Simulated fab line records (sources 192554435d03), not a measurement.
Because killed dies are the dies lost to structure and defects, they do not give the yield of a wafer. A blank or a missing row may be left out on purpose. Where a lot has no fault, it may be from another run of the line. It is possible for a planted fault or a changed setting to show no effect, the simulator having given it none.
Chamber matching :: flow n5Finfet :: N5_FIN_SAQP_ETCH_69 on rieDiel-01: 4 sister chambers
The step etches SOC in N2/H2, stops on SiNx, target depth 150 nm. 4 wafers are shown with their chamber, then 7 later ones without.

== WAFERS WITH THEIR CHAMBER ==
wafer: L088.3
chamber: 3
drypumpMotorCurrentA (A): 5.7

wafer: L088.6
chamber: 2
drypumpMotorCurrentA (A): 6.3

wafer: L092.1
chamber: 1
drypumpMotorCurrentA (A): 5.3

wafer: L092.3
chamber: 0
drypumpMotorCurrentA (A): 6.1

== WAFERS WITHOUT THEIR CHAMBER ==
wafer: L092.6
drypumpMotorCurrentA (A): 5.7

wafer: L094.1
drypumpMotorCurrentA (A): 6.4

wafer: L094.2
drypumpMotorCurrentA (A): 5.7

wafer: L094.6
drypumpMotorCurrentA (A): 5.3

wafer: L097.1
drypumpMotorCurrentA (A): 5.3

wafer: L097.3
drypumpMotorCurrentA (A): 5.7

wafer: L097.5
drypumpMotorCurrentA (A): 5.3

== EACH ONE'S CHAMBER ==
wafer: L092.6
from the rows above: 3
in truth: 3

wafer: L094.1
from the rows above: 2
in truth: 2

wafer: L094.2
from the rows above: 3
in truth: 3

wafer: L094.6
from the rows above: 1
in truth: 1

wafer: L097.1
from the rows above: 1
in truth: 1

wafer: L097.3
from the rows above: 3
in truth: 3

wafer: L097.5
from the rows above: 1
in truth: 1
Correctly placed: 7 of 7. Left unplaced by these rows: 0. 0 placed wrongly.
How it was worked out, from the rows above alone: a wafer's distance from a chamber is the root of the sum, over the readings, of the square of ((its reading less the chamber's mean) divided by the reading's scatter). The wafer belongs to the nearest chamber; if the next one is less than 2 further off, it can't be placed. Each chamber's mean is taken over the wafers shown for it. The scatter (one wafer shown for each chamber): square how far every hidden wafer sits from the nearest shown wafer, average those squares and take the square root.
